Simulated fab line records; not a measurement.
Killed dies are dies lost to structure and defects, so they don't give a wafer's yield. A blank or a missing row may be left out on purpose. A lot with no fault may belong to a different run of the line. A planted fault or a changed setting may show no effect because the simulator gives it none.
Comparing a struck lot with a sound one :: flow n5-finfet :: 35 out of 1938 route steps
Sound: wafers L700.1, L700.2, L700.4. Struck: wafer L707.5 (left out: L707.1, L707.6 of the same lot, which were not struck); the cause appears at the end.
Order at every step that has rows: each side's tool, ch and its chambers, its first start. Under that, the readings that differ: sound wafers :: struck wafers :: difference of the means :: sigmas: that difference in standard deviations of wafers without a fault.
alike: readings with means less than 2 such deviations apart, plus words and numbers identical on both sides. not compared: withheld readings, readings lacking a value on some wafer, bounds such as >300 that could conceal the same value, and numbers that have no deviation in the record and whose values overlap.
A row with sigmas, a row that says differs or no value, or rows on one side alone: a step with any of these is where the two part. Numbers that have no deviation but don't overlap get no sigmas and don't part them. A reading that every wafer of one side lacks parts them only if that side has two wafers or more.

first, 7 steps without rows for these wafers: N5_BEOL_M4_PRE_CLEAN_60 (time 15 s); N5_BEOL_M4_CO_CAP_55 (material Co, precursor CCTBA/H2, target thk 2 nm, time 102.1 s); N5_BEOL_M4_PRE_CLEAN_56 (time 15 s); N5_BEOL_M4_DEP_57 (deposits SiCN from 3MS/NH3, target thk 8 nm, time 14 s); N5_BEOL_M5_ILD_DEP_00 (deposits SiCOH lowk from DEMS/porogen, target thk 140.64 nm, time 25.9 s); N5_BEOL_M5_CURE_79 (cures SiCOH lowk, time 240 s); N5_BEOL_M5_PECVD_70 (deposits SiO2 from TEOS/O2, target thk 16 nm, time 18 s).
N5_BEOL_M5_HM_DEP_02: deposits TiN, target thk 20 nm.
  struck on pvd-sputter-02, day 12 12:19; sound on pvd-sputter-02, day 11 07:53
reading: model.TiN_of_BEOL_M5_HM_DEP_02.thk-nm (nm)
sound: 20 20.2 20.2
struck: 25.8
difference: +5.7
sigmas: 
  alike: throttle-valve-pct
then, 16 steps without rows for these wafers: N5_BEOL_M5_COAT_59 (time 60 s, resist thk 60 nm); N5_BEOL_M5_COAT_60 (time 60 s, resist thk 12 nm); N5_BEOL_M5_COAT_71 (time 60 s, resist thk 5 nm); N5_BEOL_M5_COAT_05 (resist thk 30 nm); N5_BEOL_M5_EBR_07; N5_BEOL_M5_SOFTBAKE_06 (time 60 s); N5_BEOL_M5_EXPOSE_08 (exposes mask M5, target cd 28 nm); N5_BEOL_M5_PEB_09 (peb time 60 s); N5_BEOL_M5_DEVELOP_10 (develop time 30 s); N5_BEOL_M5_DESCUM_16 (chemistry O2, time 7 s); N5_BEOL_M5_ETCH_72 (etches underlayer in N2/H2, target depth 6.5 nm, time 5.2 s); N5_BEOL_M5_ETCH_61 (etches SiARC in CF4, target depth 15.6 nm, time 26 s); N5_BEOL_M5_ETCH_62 (etches SOC in N2/H2, target depth 75 nm, overetch 15 nm, time 112.5 s); N5_BEOL_M5_STRIP_63 (strips in N2/H2); N5_BEOL_M5_STRIP_73 (strips in N2/H2); N5_BEOL_M5_STRIP_64 (strips in CF4).
N5_BEOL_M5_HM_OPEN_17: chemistry Cl2/BCl3, target TiN, target depth 20 nm, overetch 6 nm.
  sound on rie-metal-01 ch 0,1, day 11 08:47; struck on rie-metal-03 ch 0, day 12 13:14
reading: throttle-valve-pct (%)
sound: 22.43 22.41 22.43
struck: 22.17
difference: -0.25
sigmas: -3

reading: model.etch.depth-nm (nm)
sound: 19.97 20.23 20.25
struck: 25.79
difference: +5.64
sigmas: 
  alike: drypump-motor-current-A, oes-product-au
  not compared: rf-hours-counter-h
then, 8 steps without rows for these wafers: N5_BEOL_M5_STRIP_19 (strips in O2); N5_BEOL_M5_COAT_65 (time 60 s, resist thk 60 nm); N5_BEOL_M5_COAT_66 (time 60 s, resist thk 12 nm); N5_BEOL_M5_COAT_74 (time 60 s, resist thk 5 nm); N5_BEOL_M5_COAT_22 (resist thk 30 nm); N5_BEOL_M5_EBR_24; N5_BEOL_M5_SOFTBAKE_23 (time 60 s); N5_BEOL_M5_EXPOSE_25 (exposes mask V4, defocus 10 nm).
N5_BEOL_M5_TRENCH_ETCH_37: etches SiCOH lowk in C4F6/O2, target depth 71.652 nm, time 24.7 s.
  sound: rie-diel-06 ch 0,1,2; struck: rie-diel-05 ch 1
reading: model.TiN_of_BEOL_M5_HM_DEP_02.thk-nm (nm)
sound: 18 18.2 18.2
struck: 23.6
difference: +5.5
sigmas: 
  alike: drypump-motor-current-A, oes_o_777_au, oes-product-au, rf-vpp-V, showerhead-plenum-p-Torr, throttle-valve-pct
  not compared: rf-hours-counter-h
after that, 1 step had no rows for these wafers: N5_PASSIVATION_PROBE_49.

== WHERE THEY PART ==
Only at N5_BEOL_M5_HM_OPEN_17, as far as this record shows. Later steps at which nothing parts them and some readings are alike: N5_BEOL_M5_TRENCH_ETCH_37.

WHY: what the simulator had put in
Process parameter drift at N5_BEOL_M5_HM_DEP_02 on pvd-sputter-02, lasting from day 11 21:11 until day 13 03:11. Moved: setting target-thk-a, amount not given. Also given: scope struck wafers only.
